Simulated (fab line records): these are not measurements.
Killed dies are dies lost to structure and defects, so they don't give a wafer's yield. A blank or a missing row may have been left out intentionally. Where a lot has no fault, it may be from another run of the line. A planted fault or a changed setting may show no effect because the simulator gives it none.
Matching of chambers + flow nand-harc + 4 sister chambers for NHARC_A_CHANNEL_FILL_D2_CMP_10 on cmp-04
The step polishes, target thk 150 nm. 4 wafers are shown with their chamber, then 8 later ones without.

## WAFERS PAIRED WITH THEIR CHAMBERS
| wafer  | chamber | motor-current-A (A) |
|--------|---------|---------------------|
| L084.6 | 1       | 13.0                |
| L090.2 | 3       | 10.8                |
| L090.5 | 2       | 11.3                |
| L088.1 | 0       | 14.1                |

## WAFERS WITHOUT THEIR CHAMBER
| wafer  | motor-current-A (A) |
|--------|---------------------|
| L088.4 | 10.9                |
| L088.6 | 14.0                |
| L091.4 | 11.5                |
| L091.5 | 13.2                |
| L091.6 | 11.4                |
| L095.1 | 13.5                |
| L095.3 | 11.2                |
| L095.6 | 11.6                |

## WHICH CHAMBER EACH ONE RAN IN
| wafer  | from the rows above     | in truth                   |
|--------|-------------------------|----------------------------|
| L088.4 | can't be placed: 3 or 2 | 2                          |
| L088.6 | 0                       | 0                          |
| L091.4 | 2                       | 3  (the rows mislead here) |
| L091.5 | 1                       | 1                          |
| L091.6 | 2                       | 2                          |
| L095.1 | can't be placed: 1 or 0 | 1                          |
| L095.3 | can't be placed: 2 or 3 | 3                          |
| L095.6 | 2                       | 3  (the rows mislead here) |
Correct placement for 3 of the 8. These rows do not allow placing 3 (true chamber among the candidates in 3). Wrongly placed: 2.
How it was worked out, from the rows above alone: a wafer's distance from a chamber is the root of the sum, over the readings, of the square of ((its reading less the chamber's mean) divided by the reading's scatter). The wafer belongs to the nearest chamber; if the next one is less than 2 further off, it can't be placed. Each chamber's mean is taken over the wafers shown for it. The scatter: root of mean squared gap, hidden wafer to nearest shown wafer, with one shown wafer a chamber.
